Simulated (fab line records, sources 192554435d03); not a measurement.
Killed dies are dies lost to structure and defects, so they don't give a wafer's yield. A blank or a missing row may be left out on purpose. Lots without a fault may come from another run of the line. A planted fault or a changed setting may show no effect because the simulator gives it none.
fab line records | flow n5_finfet
record lots=7 wafers=39
route steps=1938 shown FIN_SAQP@130 HKMG_FIN@397 MOL_CONTACT_COAG@586 BEOL_M2@901
start_h: hours from the record's first day to the start of the lot's first wafer shown | wait_h: hours since the lot's step before | " the same as in the row above | L1.1+2: a row that stands for several wafers | - no value, or no start given | * or withheld: withheld | < > ~ a bound
route shown NAME@n: a module of which the file shows steps, and the number in the route of the first | usual: mean/standard deviation of fault-free wafers | same: alike in all rows | chamber/n: place in a boat | sites: the reading at each site | _std_site: their standard deviation | _edge_site: outer sites' mean less inner sites' | radius_mm: how far each site lies from the wafer's centre | mask NAME#n: copy n | behind: the tool/chamber that last shaped the wafer | hold: why the lot was held/for how many hours/how that ended | device: the transistor (n, p or np) that didn't switch | end of line: the same wafers' tests at the end of the route | a step without rows: its recipe alone | killed: dies lost to structure and defects at the first sort, not the wafer's yield | map: a wafer's dies, x killed, . not, _ none there
set.NAME: the setting as run; set.NAME@STEP: as run at that earlier step | model.NAME: the simulator's own value behind a step, which no gauge read
lots whose settings were changed on purpose; a table a step, a row a wafer
## steps
# step N5_FIN_SAQP_ETCH_65
# recipe chemistry=CF4 target=SiO2 target_depth_a=40 ion_energy_ev=350 time_s=4.4 pressure_mtorr=10 icp_w=800 bias_w=400 cf4_flow_sccm=80
# columns lot.wafer tool chamber start_h wait_h set.time_s model.etch.depth_nm
L074.1 rie_si-05 0 23.57 0.1 4.4 4.041
L074.2 " 2 " " 4.4 3.995
L074.3 " 3 " " 1.918 1.784
L074.4 " 1 " " 4.4 4.142
L074.5 " 2 " " 1.918 1.758
L074.6 " 3 " " 1.918 1.774
L079.1 rie_si-05 1 54.79 0.1 4.4 4.058
L079.2 " 0 " " 4.4 4.017
L079.3 " 2 " " 4.4 3.996
L079.4 " 3 " " 4.4 4.037
L079.5 " 0 " " 4.4 3.993
L079.6 " 1 " " 4.4 4.113
L080.1 rie_si-02 0 61.42 0.1 2.45 2.243
L080.2 " 2 " " 4.4 3.963
L080.3 " 1 " " 4.4 3.974
L080.4 " 3 " " 4.4 4.081
L080.5 " 2 " " 2.45 2.2
L080.6 " 1 " " 2.45 2.239
L089.1 rie_si-02 0 115.47 0.1 4.4 4.037
L089.2 " 1 " " 4.4 4.009
L089.3 " 3 " " 4.4 4.056
L089.4 " 2 " " 4.4 3.955
L089.5 " 0 " " 4.4 4.024
L089.6 " 3 " " 4.4 4.099
L093.1 rie_si-02 0 137.85 0.1 7.017 6.337
L093.2 " 3 " " 4.4 4.053
L093.3 " 3 " " 4.4 4.049
L093.4 " 0 " " 7.017 6.378
L093.5 " 0 " " 4.4 3.979
L093.6 " 3 " " 7.017 6.461
L096.1 rie_si-02 1 156.47 0.1 4.4 3.933
L096.2 " 3 " " 3.726 3.416
L096.3 " 0 " " 3.726 3.352
L096.4 " 2 " " 3.726 3.337
L096.5 " 0 " " 4.4 3.97
L096.6 " 3 " " 4.4 4.015
L097.1 rie_si-05 1 161.92 0.1 4.4 4.089
L097.5 " 1 " " 4.4 4.107
L097.6 " 0 " " 4.4 4.076
# step N5_FIN_SAQP_SPACER2_ALD_28
# recipe material=SiO2 target_thk_a=81 temp_c=300 ald_precursor_family=BDEAS ald_co_reactant=O2-plasma pulse_time_s=1 purge_time_s=2 co_reactant_purge_time_s=2 pressure_torr=2
# columns lot.wafer tool chamber start_h wait_h set.target_thk_a model.SiO2_of_FIN_SAQP_SPACER2_ALD_28.thk_nm
L074.1+4+6 ald_sin-02 2,1,2 25.14 0.4 81 8.2
L074.2+5 " 3 " " 107.4 10.8
L074.3 " 0 " " 107.4 10.6
L079.1+2+4 ald_sin-04 1,2,0 55.74 0.1 81 8
L079.3+5+6 " 3,3,2 " " 54.71 5.4
L080.1+2+3+4+5+6 ald_sin-04 0,1,2,3,3,2 62.63 0.3 81 8
L089.1 ald_sin-02 2 116.33 0.1 81 8
L089.2+3+4+5+6 " 0,1,3,2,3 " " 81 8.2
L093.1+2+5 ald_sin-02 1,2,3 139.15 0.3 81 8.2
L093.3+4+6 " 3,0,2 " " 37.27 3.8
L096.1+2+3+6 ald_sin-04 3,1,0,2 157.37 0.1 81 8
L096.4+5 " 2,1 " " 81 8.2
L097.1+6 ald_sin-04 3,0 162.79 0.1 81 8.2
L097.5 " 3 " " 81 8
# step N5_FIN_SAQP_SPACER2_ETCHBACK_29
# recipe chemistry=CHF3/O2 mode=anisotropic_etchback target=SiO2 target_depth_a=122 time_s=6.1 pressure_mtorr=30 source_w=650 bias_w=170 Ar_flow_sccm=200 CHF3_flow_sccm=50 O2_flow_sccm=5 ion_energy_ev=200
# step N5_FIN_SAQP_MANDREL2_REMOVE_60
# recipe chemistry=HBr/Cl2/O2 bt_time_s=10 target=a-Si stop_on=SiNx endpoint=OES-SiCl over_etch_frac=1 icp_w=600 bias_w=22 HBr_flow_sccm=150 Cl2_flow_sccm=80 O2_flow_sccm=5 pressure_mtorr=10
# columns lot.wafer tool chamber start_h wait_h set.target_thk_a@FIN_SAQP_SPACER2_ALD_28 model.FIN_SAQP.cd_nm
L074.1+6 rie_si-02 0,2 25.56 0.1 81 8.2
L074.2+3 " 1,3 " " 107.4 10.8
L074.4 " 2 " " 81 8
L074.5 " 1 " " 107.4 10.6
L079.1+2+4 rie_si-05 0,2,1 56.16 0.1 81 8
L079.3+5+6 " 3,0,1 " " 54.71 5.4
L080.1 rie_si-05 3 63.20 0.1 81 8.2
L080.2+3+4+5+6 " 2,0,1,1,0 " " 81 8
L089.1 rie_si-03 0 116.75 0.1 81 8
L089.2+3+4+5+6 " 2,1,3,0,3 " " 81 8.2
L093.1+2+5 rie_si-02 0,3,0 139.56 0.1 81 8.2
L093.3+4+6 " 3,0,3 " " 37.27 3.8
L096.1+4 rie_si-02 3,0 157.79 0.1 81 8.2
L096.2+3+5+6 " 1,2,2,3 " " 81 8
L097.1+5+6 rie_si-02 2,2,1 163.25 0.1 81 8
# step N5_FIN_SAQP_CD_MEAS_31
# recipe target_cd_nm=8 landing_energy_ev=1000 detector=se_inlens polarity=line
# usual cd_nm=8.08/0.2
# columns lot.wafer tool chamber start_h wait_h set.target_thk_a@FIN_SAQP_SPACER2_ALD_28 cd_nm
L074.1 cd_sem-01 0 25.67 0.1 81 8.09
L074.2 " 0 " " 107.4 11.19
L074.3 " 0 " " 107.4 10.95
L074.4 " 0 " " 81 8.34
L074.5 " 0 " " 107.4 10.41
L074.6 " 0 " " 81 8.35
L079.1 cd_sem-01 0 56.27 0.1 81 7.91
L079.2 " 0 " " 81 8.42
L079.3 " 0 " " 54.71 5.58
L079.4 " 0 " " 81 8.12
L079.5 " 0 " " 54.71 5.39
L079.6 " 0 " " 54.71 5.58
L080.1 cd_sem-02 0 63.31 0.1 81 8.03
L080.2 " 0 " " 81 8.11
L080.3 " 0 " " 81 8.17
L080.4 " 0 " " 81 8.04
L080.5 " 0 " " 81 7.84
L080.6 " 0 " " 81 8.10
L089.1 cd_sem-02 0 116.86 0.1 81 8.15
L089.2 " 0 " " 81 8.17
L089.3 " 0 " " 81 8.22
L089.4 " 0 " " 81 8.09
L089.5 " 0 " " 81 8.36
L089.6 " 0 " " 81 8.28
L093.1 cd_sem-03 0 139.71 0.1 81 7.93
L093.2 " 0 " " 81 7.96
L093.3 " 0 " " 37.27 3.85
L093.4 " 0 " " 37.27 3.86
L093.5 " 0 " " 81 8.22
L093.6 " 0 " " 37.27 3.96
L096.1 cd_sem-01 0 157.90 0.1 81 8.06
L096.2 " 0 " " 81 7.86
L096.3 " 0 " " 81 8.14
L096.4 " 0 " " 81 7.55
L096.5 " 0 " " 81 7.87
L096.6 " 0 " " 81 7.88
L097.1 cd_sem-03 0 163.36 0.1 81 8.19
L097.5 " 0 " " 81 8.24
L097.6 " 0 " " 81 7.90
# step N5_FIN_SAQP_HM_OPEN_33
# recipe chemistry=CH3F/O2 target=SiNx mask_material=SiO2 target_depth_a=494 time_s=70.6 pressure_mtorr=30 source_w=395 bias_w=73 Ar_flow_sccm=150 CH3F_flow_sccm=30 O2_flow_sccm=20 ion_energy_ev=120 ends=cleared
# step N5_FIN_SAQP_ETCH_34
# recipe chemistry=C4F6/O2 target=SiO2 target_depth_a=450 time_s=15 ion_energy_ev=250 pressure_mtorr=30 source_w=345 bias_w=185 Ar_flow_sccm=300 C4F6_flow_sccm=10 O2_flow_sccm=10 ends=cleared
# columns lot.wafer tool chamber start_h wait_h set.target_thk_a@FIN_SAQP_SPACER2_ALD_28 model.FIN_SAQP.cd_nm
L074.1+4+6 rie_diel-01 3,1,0 25.78 0.0 81 8.2
L074.2+3 " 1,0 " " 107.4 10.8
L074.5 " 3 " " 107.4 10.6
L079.1+2+4 rie_diel-01 1,3,2 56.39 0.0 81 8
L079.3+5+6 " 0,1,0 " " 54.71 5.2
L080.1+6 rie_diel-02 3 63.43 0.0 81 8.2
L080.2+3+4+5 " 2,1,2,1 " " 81 8
L089.1 rie_diel-01 1 116.98 0.0 81 8.2
L089.2 " 3 " " 81 8.6
L089.3+4+5+6 " 2,0,3,0 " " 81 8.4
L093.1+2+5 rie_diel-04 3,1,1 139.89 0.0 81 8.2
L093.3+4+6 " 2,2,3 " " 37.27 3.8
L096.1+4+5+6 rie_diel-01 2,3,1,2 158.01 0.0 81 8.2
L096.2+3 " 1,0 " " 81 8
L097.1+5 rie_diel-01 3,1 163.48 0.0 81 8.2
L097.6 " 0 " " 81 8
# step N5_FIN_SAQP_STRIP_77
# recipe chemistry=N2/H2 time_s=90 power_w=100 temp_c=40 pressure_mtorr=100 rf_frequency_hz=6e+07 bias_power_w=3 n2_flow_sccm=300 h2_flow_sccm=300
# step N5_FIN_SAQP_HM_CD_35
# recipe target_cd_nm=8 polarity=line
# usual cd_nm=8.14/0.26
# columns lot.wafer tool chamber start_h wait_h set.target_thk_a@FIN_SAQP_SPACER2_ALD_28 cd_nm
L074.1 cd_sem-02 - 25.93 0.1 81 8.18
L074.2 " - " " 107.4 10.98
L074.3 " - " " 107.4 10.99
L074.4 " - " " 81 8.19
L074.5 " - " " 107.4 10.69
L074.6 " - " " 81 7.81
L079.1 cd_sem-03 - 56.54 0.1 81 8.07
L079.2 " - " " 81 7.96
L079.3 " - " " 54.71 5.35
L079.4 " - " " 81 8.40
L079.5 " - " " 54.71 5.20
L079.6 " - " " 54.71 4.94
L080.1 cd_sem-01 - 63.58 0.1 81 7.86
L080.2 " - " " 81 7.73
L080.3 " - " " 81 7.85
L080.4 " - " " 81 7.87
L080.5 " - " " 81 8.25
L080.6 " - " " 81 8.15
L089.1 cd_sem-02 - 117.12 0.1 81 8.28
L089.2 " - " " 81 8.73
L089.3 " - " " 81 8.56
L089.4 " - " " 81 8.71
L089.5 " - " " 81 8.20
L089.6 " - " " 81 8.60
L093.1 cd_sem-02 - 140.04 0.1 81 8.79
L093.2 " - " " 81 8.21
L093.3 " - " " 37.27 3.39
L093.4 " - " " 37.27 3.67
L093.5 " - " " 81 8.10
L093.6 " - " " 37.27 3.75
L096.1 cd_sem-02 - 158.16 0.1 81 8.47
L096.2 " - " " 81 7.77
L096.3 " - " " 81 7.81
L096.4 " - " " 81 8.28
L096.5 " - " " 81 8.45
L096.6 " - " " 81 8.22
L097.1 cd_sem-01 - 163.63 0.1 81 8.30
L097.5 " - " " 81 8.02
L097.6 " - " " 81 7.66
# step N5_FIN_SAQP_ETCH_64
# recipe chemistry=CF4 target=SiO2 target_depth_a=15 ion_energy_ev=350 pressure_mtorr=10 icp_w=800 bias_w=400 cf4_flow_sccm=80
# step N5_FIN_SAQP_FIN_ETCH_36
# recipe chemistry=HBr/Cl2/O2 target_depth_a=1200 mask_material=SiNx time_s=50.4 bias_w=102 pressure_mtorr=10 icp_w=800 HBr_flow_sccm=150 Cl2_flow_sccm=80 O2_flow_sccm=12
# columns lot.wafer tool chamber start_h wait_h set.target_thk_a@FIN_SAQP_SPACER2_ALD_28 model.FIN_SAQP.cd_nm
L074.1 rie_si-05 1 26.00 0.0 81 8.4
L074.2 " 3 " " 107.4 11
L074.3 " 0 " " 107.4 10.8
L074.4+6 " 2,0 " " 81 8.2
L074.5 " 3 " " 107.4 10.6
L079.1+4 rie_si-05 3,0 56.61 0.0 81 8.2
L079.2 " 2 " " 81 8
L079.3+6 " 1 " " 54.71 5.4
L079.5 " 2 " " 54.71 5.2
L080.1+3+5 rie_si-05 3,1,0 63.65 0.0 81 8.2
L080.2+4 " 0,2 " " 81 8
L080.6 " 1 " " 81 8.4
L089.1 rie_si-05 0 117.19 0.0 81 8.2
L089.2+3+5 " 2,3,3 " " 81 8.6
L089.4+6 " 1,0 " " 81 8.4
L093.1+2+5 rie_si-05 3,2,3 140.11 0.0 81 8.4
L093.3+6 " 0,2 " " 37.27 3.8
L093.4 " 1 " " 37.27 4
L096.1 rie_si-05 2 158.23 0.0 81 8.4
L096.2+3 " 0,3 " " 81 8
L096.4+5+6 " 1,3,2 " " 81 8.2
L097.1+5 rie_si-02 1 163.70 0.0 81 8.2
L097.6 " 2 " " 81 8
# step N5_FIN_SAQP_CD_MEAS_37
# recipe target_cd_nm=8 polarity=line
# usual cd_nm=8.16/0.27
# columns lot.wafer tool chamber start_h wait_h set.target_thk_a@FIN_SAQP_SPACER2_ALD_28 cd_nm
L074.1 cd_sem-03 - 26.12 0.1 81 8.35
L074.2 " - " " 107.4 10.91
L074.3 " - " " 107.4 11.02
L074.4 " - " " 81 8.24
L074.5 " - " " 107.4 10.61
L074.6 " - " " 81 8.33
L079.1 cd_sem-03 - 56.73 0.1 81 7.99
L079.2 " - " " 81 8.11
L079.3 " - " " 54.71 5.74
L079.4 " - " " 81 8.59
L079.5 " - " " 54.71 5.18
L079.6 " - " " 54.71 5.17
L080.1 cd_sem-03 - 63.77 0.1 81 8.64
L080.2 " - " " 81 8.17
L080.3 " - " " 81 8.43
L080.4 " - " " 81 7.93
L080.5 " - " " 81 8.07
L080.6 " - " " 81 8.33
L089.1 cd_sem-01 - 117.31 0.1 81 8.42
L089.2 " - " " 81 8.89
L089.3 " - " " 81 8.58
L089.4 " - " " 81 8.43
L089.5 " - " " 81 8.42
L089.6 " - " " 81 8.57
L093.1 cd_sem-02 - 140.23 0.1 81 8.19
L093.2 " - " " 81 8.41
L093.3 " - " " 37.27 3.49
L093.4 " - " " 37.27 3.60
L093.5 " - " " 81 8.45
L093.6 " - " " 37.27 4.06
L096.1 cd_sem-03 - 158.35 0.1 81 8.09
L096.2 " - " " 81 7.74
L096.3 " - " " 81 7.90
L096.4 " - " " 81 7.82
L096.5 " - " " 81 7.92
L096.6 " - " " 81 8.01
L097.1 cd_sem-01 - 163.81 0.1 81 8.18
L097.5 " - " " 81 8.31
L097.6 " - " " 81 7.92
# step N5_HKMG_FIN_DEVELOP_48
# recipe develop_time_s=30 developer=TMAH resist=CAR-ArF rinse_liquid=diw dry=air_spin dev_temp_c=23
# columns lot.wafer tool chamber start_h wait_h set.develop_time_s
L074.1+2+3+4+5+6 litho_track-05 0 - - 30
L079.1+2+5 litho_track-04 0 - - 36.26
L079.3+4+6 " 0 " " 30
L080.1+4+6 litho_track-04 0 - - 30
L080.2+3+5 " 0 " " 23.96
L089.1+4+6 litho_track-05 0 - - 30
L089.2+3+5 " 0 " " 37.26
L093.1+2+4 litho_track-02 0 - - 43.47
L093.3+5+6 " 0 " " 30
L096.1+3+4 litho_track-02 0 - - 30
L096.2+5+6 " 0 " " 14.26
L097.1+5+6 litho_track-02 0 - - 30
# step N5_HKMG_FIN_CD_MEAS_49
# recipe target_cd_nm=202 landing_energy_ev=500 detector=se_inlens polarity=opening
# usual cd_nm=201.5/0.57
# columns lot.wafer tool chamber start_h wait_h set.develop_time_s@HKMG_FIN_DEVELOP_48 cd_nm
L074.1 cd_sem-02 0 70.28 - 30 200.6
L074.2 " 0 " " 30 200.1
L074.3 " 0 " " 30 201.4
L074.4 " 0 " " 30 201.0
L074.5 " 0 " " 30 200.4
L074.6 " 0 " " 30 201.5
L079.1 cd_sem-01 0 101.37 - 36.26 202.6
L079.2 " 0 " " 36.26 203.6
L079.3 " 0 " " 30 202.4
L079.4 " 0 " " 30 202.0
L079.5 " 0 " " 36.26 203.4
L079.6 " 0 " " 30 201.5
L080.1 cd_sem-01 0 113.47 - 30 200.4
L080.2 " 0 " " 23.96 200.5
L080.3 " 0 " " 23.96 200.0
L080.4 " 0 " " 30 201.0
L080.5 " 0 " " 23.96 199.9
L080.6 " 0 " " 30 201.0
L089.1 cd_sem-03 0 161.53 - 30 201.1
L089.2 " 0 " " 37.26 202.7
L089.3 " 0 " " 37.26 202.1
L089.4 " 0 " " 30 202.0
L089.5 " 0 " " 37.26 202.9
L089.6 " 0 " " 30 201.0
L093.1 cd_sem-03 0 184.15 - 43.47 203.2
L093.2 " 0 " " 43.47 202.6
L093.3 " 0 " " 30 201.0
L093.4 " 0 " " 43.47 202.1
L093.5 " 0 " " 30 201.2
L093.6 " 0 " " 30 201.5
L096.1 cd_sem-03 0 207.17 - 30 201.9
L096.2 " 0 " " 14.26 198.8
L096.3 " 0 " " 30 202.4
L096.4 " 0 " " 30 202.1
L096.5 " 0 " " 14.26 198.1
L096.6 " 0 " " 14.26 199.2
L097.1 cd_sem-02 0 210.40 - 30 200.7
L097.5 " 0 " " 30 201.1
L097.6 " 0 " " 30 201.0
# step N5_HKMG_FIN_DESCUM_53
# recipe chemistry=O2 time_s=7.9 source_power_w=50 bias_power_w=20 pressure_mtorr=20 rf_frequency_hz=2.712e+07 temp_c=40 resist=CAR-ArF o2_flow_sccm=225
# step N5_HKMG_FIN_ETCH_54
# recipe chemistry=CF4 target=SiARC target_depth_a=455 mask_material=CAR-ArF time_s=75.8 ion_energy_ev=80 pressure_mtorr=40 source_w=545 bias_w=36 Ar_flow_sccm=100 cf4_flow_sccm=100 ends=cleared
# columns lot.wafer tool chamber start_h wait_h set.develop_time_s@HKMG_FIN_DEVELOP_48 model.HKMG_FIN.cd_offset_nm
L074.1 rie_diel-01 3 70.47 0.0 30 -1.6
L074.2+5 " 0 " " 30 -2
L074.3+6 " 1 " " 30 -0.8
L074.4 " 3 " " 30 -1
L079.1 rie_diel-04 1 101.50 0.0 36.26 0.6
L079.2 " 0 " " 36.26 1.4
L079.3 " 3 " " 30 0.6
L079.4 " 2 " " 30 0.2
L079.5 " 3 " " 36.26 1.8
L079.6 " 0 " " 30 -0.2
L080.1+4 rie_diel-04 1,2 113.66 0.0 30 -1.4
L080.2+3 " 2,3 " " 23.96 -1.8
L080.5 " 3 " " 23.96 -1.6
L080.6 " 1 " " 30 -1
L089.1 rie_diel-01 3 161.65 0.0 30 -0.8
L089.2 " 2 " " 37.26 0.4
L089.3 " 0 " " 37.26 0
L089.4 " 1 " " 30 -0.6
L089.5 " 0 " " 37.26 0.6
L089.6 " 1 " " 30 -1.6
L093.1+4 rie_diel-04 0 184.27 0.0 43.47 0.4
L093.2 " 3 " " 43.47 0.6
L093.3+5 " 2 " " 30 -1
L093.6 " 3 " " 30 -0.4
L096.1+4 rie_diel-01 0,2 207.40 0.0 30 0
L096.2 " 2 " " 14.26 -3.4
L096.3 " 3 " " 30 0.6
L096.5 " 0 " " 14.26 -3.8
L096.6 " 3 " " 14.26 -3.2
L097.1 rie_diel-04 2 210.53 0.0 30 -1.2
L097.5 " 0 " " 30 -0.6
L097.6 " 2 " " 30 -1.4
# step N5_MOL_CONTACT_COAG_VIA_ETCH_46
# recipe chemistry=C4F6/O2 target_depth_a=460 overetch_a=92 mask_material=SOC target=SiO2 bias_w=455 pressure_mtorr=10 time_s=40 source_w=325 Ar_flow_sccm=300 C4F6_flow_sccm=10 O2_flow_sccm=10 ion_energy_ev=575.3 ends=end_point
# columns lot.wafer tool chamber start_h wait_h set.target_depth_a model.etch.depth_nm model.SOC_of_MOL_CONTACT_COAG_COAT_75.thk_nm
L074.1 rie_diel-01 2 98.23 0.0 307.5 41.33 52.4
L074.2 " 3 " " 460 44.81 50.6
L074.3 " 0 " " 460 44.82 51
L074.4 " 1 " " 460 45.8 51
L074.5 " 3 " " 307.5 41.09 52.6
L074.6 " 2 " " 307.5 40.84 52.6
L079.1 rie_diel-02 1 128.97 0.0 460 45.82 50.6
L079.2 " 3 " " 280.9 35.75 53.2
L079.3 " 0 " " 460 46.15 51
L079.4 " 2 " " 280.9 36.3 53.2
L079.5 " 1 " " 460 46.86 50.6
L079.6 " 0 " " 280.9 37.03 53.2
L080.1 rie_diel-01 2 138.71 0.0 460 46.13 50.4
L080.2 " 1 " " 460 46.39 50.6
L080.3 " 3 " " 304.6 40.58 52.2
L080.4 " 0 " " 304.6 39.4 52.6
L080.5 " 2 " " 460 46.9 50.6
L080.6 " 3 " " 304.6 40.59 52.4
L089.1 rie_diel-02 1 188.83 0.0 696.8 45.34 48
L089.2 " 3 " " 460 46.03 51.2
L089.3 " 0 " " 460 45.56 51
L089.4 " 2 " " 696.8 45.99 48.6
L089.5 " 3 " " 696.8 46.22 48.6
L089.6 " 2 " " 460 46.46 51
L093.1 rie_diel-02 3 210.82 0.0 717.8 44.88 48
L093.2 " 0 " " 717.8 44.76 47.8
L093.3 " 2 " " 460 45.47 51.2
L093.4 " 1 " " 460 46.34 50.4
L093.5 " 0 " " 460 45.86 51
L093.6 " 3 " " 717.8 46.54 48.2
L096.1 rie_diel-01 1 236.88 0.0 282.9 37.94 52.8
L096.2 " 3 " " 460 44.61 50.8
L096.3 " 2 " " 460 46.13 50.8
L096.4 " 0 " " 282.9 36.17 53.2
L096.5 " 2 " " 282.9 37.38 52.8
L096.6 " 1 " " 460 45.97 50.4
L097.1 rie_diel-02 2 237.20 0.0 460 45.75 51.2
L097.5 " 1 " " 460 46.53 50.8
L097.6 " 2 " " 460 45.59 51.2
# step N5_BEOL_M2_ALD_84
# recipe material=TaN target_thk_a=* temp_c=275 ald_precursor_family=PDMAT ald_co_reactant=NH3 pressure_torr=3 carrier_flow_sccm=1500 pulse_time_s=2 purge_time_s=3 co_reactant_purge_time_s=2 co_reactant_pulse_time_s=3 ald_cycles=30 precursor_vessel_temp_c=75 precursor_vessel_pressure_torr=26.25 precursor_vessel_carrier_sccm=1000
# columns lot.wafer tool chamber start_h wait_h set.ald_cycles model.TaN_of_BEOL_M2_ALD_84.thk_nm
L074.1+3+4 ald_metal-01 0,2,1 150.24 0.1 37 *
L074.2+6 " 3 " " 30 *
L074.5 " 2 " " 30 *
L079.1+2+3+4+5+6 ald_metal-02 2,3,1,0,0,1 175.83 0.0 30 *
L080.1+2+3+4+5+6 ald_metal-02 1,3,0,0,1,3 194.98 0.1 30 *
L089.1+2+6 ald_metal-02 3,2,1 240.11 0.0 47 *
L089.3+4 " 1,0 " " 30 *
L089.5 " 2 " " 30 *
L093.1+3+4 ald_metal-02 0,3,1 258.75 0.2 30 *
L093.2+5+6 " 1,3,0 " " 16 *
L097.1+5+6 ald_metal-01 2,0,3 286.63 0.1 30 *
L096.1+2+6 ald_metal-02 0,1,1 286.71 0.1 39 *
L096.3+4+5 " 3,2,0 " " 30 *
## key
split step=N5_FIN_SAQP_ETCH_65 setting=time_s stated=4.4 by=wafer
response step=N5_FIN_SAQP_ETCH_65 reading=model.etch.depth_nm change=+0.0401 per=1% r=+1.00
split step=N5_FIN_SAQP_SPACER2_ALD_28 setting=target_thk_a stated=81 by=wafer
response step=N5_FIN_SAQP_SPACER2_ALD_28 reading=model.SiO2_of_FIN_SAQP_SPACER2_ALD_28.thk_nm change=+0.0804 per=1% r=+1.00
response step=N5_FIN_SAQP_MANDREL2_REMOVE_60 reading=model.FIN_SAQP.cd_nm change=+0.0808 per=1% r=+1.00
response step=N5_FIN_SAQP_CD_MEAS_31 reading=cd_nm change=+0.0783 per=1% r=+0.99
response step=N5_FIN_SAQP_ETCH_34 reading=model.FIN_SAQP.cd_nm change=+0.0817 per=1% r=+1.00
response step=N5_FIN_SAQP_HM_CD_35 reading=cd_nm change=+0.0887 per=1% r=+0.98
response step=N5_FIN_SAQP_FIN_ETCH_36 reading=model.FIN_SAQP.cd_nm change=+0.0831 per=1% r=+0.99
response step=N5_FIN_SAQP_CD_MEAS_37 reading=cd_nm change=+0.0846 per=1% r=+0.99
split step=N5_HKMG_FIN_DEVELOP_48 setting=develop_time_s stated=30 by=wafer
response step=N5_HKMG_FIN_CD_MEAS_49 reading=cd_nm change=+0.0504 per=1% r=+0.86
response step=N5_HKMG_FIN_ETCH_54 reading=model.HKMG_FIN.cd_offset_nm change=+0.0506 per=1% r=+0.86
split step=N5_MOL_CONTACT_COAG_VIA_ETCH_46 setting=target_depth_a stated=460 by=wafer
response step=N5_MOL_CONTACT_COAG_VIA_ETCH_46 reading=model.etch.depth_nm shape=bent at_lowest=36.36 at_stated=45.9 at_highest=45.39
response step=N5_MOL_CONTACT_COAG_VIA_ETCH_46 reading=model.SOC_of_MOL_CONTACT_COAG_COAT_75.thk_nm change=-0.0544 per=1% r=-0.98
split step=N5_BEOL_M2_ALD_84 setting=ald_cycles stated=30 by=wafer
response step=N5_BEOL_M2_ALD_84 reading=model.TaN_of_BEOL_M2_ALD_84.thk_nm change=* per=1% r=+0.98
